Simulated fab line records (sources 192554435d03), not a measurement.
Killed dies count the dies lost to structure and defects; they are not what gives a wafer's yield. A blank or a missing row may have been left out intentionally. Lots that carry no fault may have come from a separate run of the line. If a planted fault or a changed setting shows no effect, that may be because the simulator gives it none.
Which tool did it? -- flow n5Finfet -- 14 lots, 38 wafers sampled, at 6 steps of a route of 1938

WHAT THE GAUGES SHOWED, per wafer
N5_BEOL_M6_CD_MEAS_11: target cd 38.5 nm.
lot,measured,on,cdNm (nm)
L796,day 10 05:26,cdSem-01,38.7 38.7 38.5
L795,day 10 05:39,cdSem-02,39.1 38.8 38.8
L797,day 10 14:27,cdSem-02,38.6 38.2 37.8
L802,day 10 17:10,cdSem-01,39.4 38.5
L800,day 10 20:37,cdSem-03,38.8 39.7
L798,day 11 19:58,cdSem-02,38.5 38.4 38.2
L803,day 12 00:59,cdSem-01,38.5 38.3 38.1
L804,day 12 01:02,cdSem-02,38.7 37.5 38.4
L807,day 13 04:34,cdSem-03,38.7 38.2 39.2
L813,day 14 06:04,cdSem-02,39.1 38.1
L814,day 14 08:13,cdSem-02,37.4 37.7
L815,day 14 11:24,cdSem-02,39.6 38.3 38.3
L817,day 15 03:47,cdSem-02,38.1 37.9 38.5
L816,day 15 03:49,cdSem-01,38.7 38.4 38.7

N5_BEOL_M6_OVL_MEAS_12.
lot,measured,on,M6_OVL (nm)
L796,day 10 05:28,overlay-01,0.9 0.8 0.4
L795,day 10 05:40,overlay-02,-0.6 0.2 0.1
L797,day 10 14:29,overlay-01,0.4 0.5 0.1
L802,day 10 17:11,overlay-02,-0.2 -0.5
L800,day 10 20:38,overlay-02,1.7 1.6
L798,day 11 19:59,overlay-02,-1.0 0.4 -0.9
L803,day 12 01:01,overlay-02,-0.3 -0.2 -0.4
L804,day 12 01:04,overlay-01,-0.5 -0.3 -0.5
L807,day 13 04:36,overlay-02,-0.7 -0.3 -0.6
L813,day 14 06:06,overlay-02,0.2 0.4
L814,day 14 08:14,overlay-01,1.4 1.0
L815,day 14 11:26,overlay-01,-0.2 -0.6 -0.5
L817,day 15 03:49,overlay-01,1.2 -1.2 1.4
L816,day 15 03:51,overlay-01,-1.4 -0.9 -1.0

N5_BEOL_M6_CD_MEAS_18: pitch 80 nm, target cd 40 nm.
lot,measured,on,cdNm (nm)
L796,day 10 06:08,cdSem-02,39.9 40.6 39.9
L795,day 10 06:35,cdSem-01,40.7 40.0 40.2
L797,day 10 15:08,cdSem-03,39.9 39.7 38.8
L802,day 10 17:43,cdSem-02,40.6 40.2
L800,day 10 21:31,cdSem-02,39.8 41.1
L798,day 11 20:53,cdSem-03,40.1 39.7 40.3
L803,day 12 01:32,cdSem-03,- - -
L804,day 12 01:35,cdSem-02,- - -
L807,day 13 05:07,cdSem-01,40.5 40.7 40.6
L813,day 14 07:17,cdSem-02,40.1 39.8
L814,day 14 08:47,cdSem-02,38.5 38.8
L815,day 14 12:05,cdSem-03,40.6 39.6 39.9
L817,day 15 04:20,cdSem-01,39.2 39.2 39.5
L816,day 15 04:23,cdSem-03,40.3 39.3 39.8

WHICH TOOL RAN EACH LOT (tool, then ch and the chambers of the sampled wafers, then the start)
lot,N5_BEOL_M6_CURE_74,N5_BEOL_M6_ETCH_62,N5_BEOL_M6_HM_OPEN_17
L796,"uvCure-01 ch 0, day 10 02:28","rieDiel-06 ch 0,2, day 10 05:41","rieMetal-03 ch 0,1, day 10 05:52"
L795,"uvCure-03 ch 2, day 10 04:25","rieDiel-06 ch 0,2,3, day 10 06:12","rieMetal-02 ch 0,1, day 10 06:25"
L797,"uvCure-03 ch 1, day 10 10:15","rieDiel-06 ch 0,1, day 10 14:47","rieMetal-02 ch 0,1, day 10 14:58"
L802,"uvCure-01 ch 0, day 10 15:09","rieDiel-01 ch 1, day 10 17:20","rieMetal-03 ch 0,1, day 10 17:34"
L800,"uvCure-01 ch 2, day 10 19:05","rieDiel-01 ch 1,2, day 10 20:58","rieMetal-03 ch 0,1, day 10 21:11"
L798,"uvCure-01 ch 1, day 11 18:10","rieDiel-03 ch 0,3, day 11 20:11","rieMetal-02 ch 0,1, day 11 20:23"
L803,"uvCure-01 ch 1, day 11 22:08","rieDiel-03 ch 0,3, day 12 01:10","rieMetal-02 ch 0,1, day 12 01:23"
L804,"uvCure-03 ch 0, day 11 23:03","rieDiel-01 ch 1,2,3, day 12 01:13","rieMetal-01 ch 0,1, day 12 01:24"
L807,"uvCure-03 ch 0, day 13 02:01","rieDiel-06 ch 0,2,3, day 13 04:45","rieMetal-01 ch 0,1, day 13 04:58"
L813,"uvCure-01 ch 0, day 14 04:56","rieDiel-03 ch 0,3, day 14 06:37","rieMetal-02 ch 1, day 14 06:47"
L814,"uvCure-01 ch 1, day 14 06:30","rieDiel-06 ch 2,3, day 14 08:23","rieMetal-02 ch 0,1, day 14 08:35"
L815,"uvCure-03 ch 1, day 14 09:22","rieDiel-01 ch 0,2,3, day 14 11:43","rieMetal-01 ch 0,1, day 14 11:55"
L817,"uvCure-02 ch 0, day 15 00:01","rieDiel-03 ch 0,1,3, day 15 03:58","rieMetal-01 ch 0,1, day 15 04:10"
L816,"uvCure-02 ch 2, day 15 00:47","rieDiel-06 ch 0,2,3, day 15 04:01","rieMetal-03 ch 0,1, day 15 04:12"
- N5_BEOL_M6_CURE_74: cures SiCOH lowk, time 240 s.
- N5_BEOL_M6_ETCH_62: etches SOC in N2/H2, target depth 110 nm, overetch 22 nm, time 165 s.
- N5_BEOL_M6_HM_OPEN_17: chemistry Cl2/BCl3, target TiN, target depth 20 nm, overetch 6 nm.

WHAT THE TOOLS THEMSELVES READ (means of the sampled wafers that have a number; where no wafer has one, the mark that the record gives instead)
N5_BEOL_M6_CURE_74.
lot,tool,lampPowerPct (%),wafer_temp_C_max
L796,uvCure-01,52.32,386.8
L795,uvCure-03,52.33,387.5
L797,uvCure-03,52.28,387.6
L802,uvCure-01,52.30,386.8
L800,uvCure-01,52.19,387.1
L798,uvCure-01,52.23,386.5
L803,uvCure-01,52.29,386.2
L804,uvCure-03,52.28,386.3
L807,uvCure-03,52.27,386.6
L813,uvCure-01,52.36,386.6
L814,uvCure-01,52.26,386.6
L815,uvCure-03,52.33,388.0
L817,uvCure-02,52.33,387.4
L816,uvCure-02,52.32,387.1

N5_BEOL_M6_ETCH_62.
lot,tool,biasW (W),chamberPressureMTorr (mTorr),drypumpMotorCurrentA (A),oesProductAu (a.u.),rfFwdPowerW (W),rfVppV (V),showerheadPlenumPTorr (Torr),throttleValvePct (%)
L796,rieDiel-06,150.2,29.981,5.5,0.68,837.8,521.4,2.48,17.67
L795,rieDiel-06,149.0,30.016,5.6,0.66,835.4,522.3,2.51,17.90
L797,rieDiel-06,149.7,30.008,5.8,0.63,838.2,522.9,2.45,17.63
L802,rieDiel-01,149.6,29.975,6.3,0.78,838.5,522.8,2.47,17.45
L800,rieDiel-01,150.3,29.959,6.0,0.76,841.5,522.6,2.46,17.57
L798,rieDiel-03,150.1,30.002,5.4,0.61,837.4,521.2,2.47,18.03
L803,rieDiel-03,-,-,-,-,-,-,-,-
L804,rieDiel-01,-,-,-,-,-,-,-,-
L807,rieDiel-06,149.9,29.999,5.6,0.71,842.8,522.6,2.49,17.79
L813,rieDiel-03,150.4,30.020,5.5,0.60,838.2,522.5,2.48,18.06
L814,rieDiel-06,149.7,29.962,5.5,0.73,840.1,523.0,2.53,17.95
L815,rieDiel-01,150.0,30.012,5.6,0.70,836.6,521.7,2.46,17.72
L817,rieDiel-03,149.8,30.000,5.6,0.64,837.3,523.3,2.51,17.85
L816,rieDiel-06,150.0,30.010,5.5,0.69,838.4,522.6,2.48,17.82

N5_BEOL_M6_HM_OPEN_17.
lot,tool,biasW (W),drypumpMotorCurrentA (A),oesProductAu (a.u.),rfFwdPowerW (W),throttleValvePct (%)
L796,rieMetal-03,126.0,5.8,0.78,993,21.92
L795,rieMetal-02,126.7,6.0,0.77,992,22.19
L797,rieMetal-02,126.0,5.5,0.73,993,22.27
L802,rieMetal-03,125.8,5.8,0.78,994,21.95
L800,rieMetal-03,125.9,5.7,0.77,988,21.95
L798,rieMetal-02,125.5,6.0,0.73,990,22.24
L803,rieMetal-02,126.1,5.5,0.31,996,22.92
L804,rieMetal-01,126.0,6.1,0.27,990,23.08
L807,rieMetal-01,126.1,5.9,0.62,991,22.25
L813,rieMetal-02,126.3,6.4,0.75,986,22.16
L814,rieMetal-02,125.9,5.8,0.72,988,22.24
L815,rieMetal-01,125.6,6.0,0.59,990,22.46
L817,rieMetal-01,126.0,5.9,0.61,987,22.26
L816,rieMetal-03,125.5,5.8,0.72,995,21.96

THE ANSWER, worked out from the rows above alone
Rule: the usual values come from the lots themselves. The widest of any qualifying gaps counts: lots, ordered by their means at a reading, are off when they make up no more than a third of the lots, leave a main group of 4 or more, and stand apart from it by 3 or more times the standard deviation of that group's means. A main group is skipped when, at the precision printed for the reading in the tables above, its means are all equal. Also off: a lot with no number at a reading for which 4 or more lots have one. Any other lot the step has rows for is counted as sound. After the gauges, taken in route order, come the tools' own readings; for these a lot's mean is taken, as printed above. The first step at which some lot is off is used, and at that step the reading that is off furthest; a lot without a number counts as furthest.
Off, at N5_BEOL_M6_CD_MEAS_18 on cdNm: L803, L804. Without a number there: L803, L804. For the main group the mean is 39.9 nm and the standard deviation 0.53.
A tool fits if, at a process step before that reading, it ran every lot that is off, and no sound lot after the first of them. Not tried: the gauges at N5_BEOL_M6_CD_MEAS_18; whatever is off there is also off at N5_BEOL_M6_ETCH_62, on other tools, and gauge error can't account for it. Not one of the candidates tried fits.

WHAT THE SIMULATOR PUT IN
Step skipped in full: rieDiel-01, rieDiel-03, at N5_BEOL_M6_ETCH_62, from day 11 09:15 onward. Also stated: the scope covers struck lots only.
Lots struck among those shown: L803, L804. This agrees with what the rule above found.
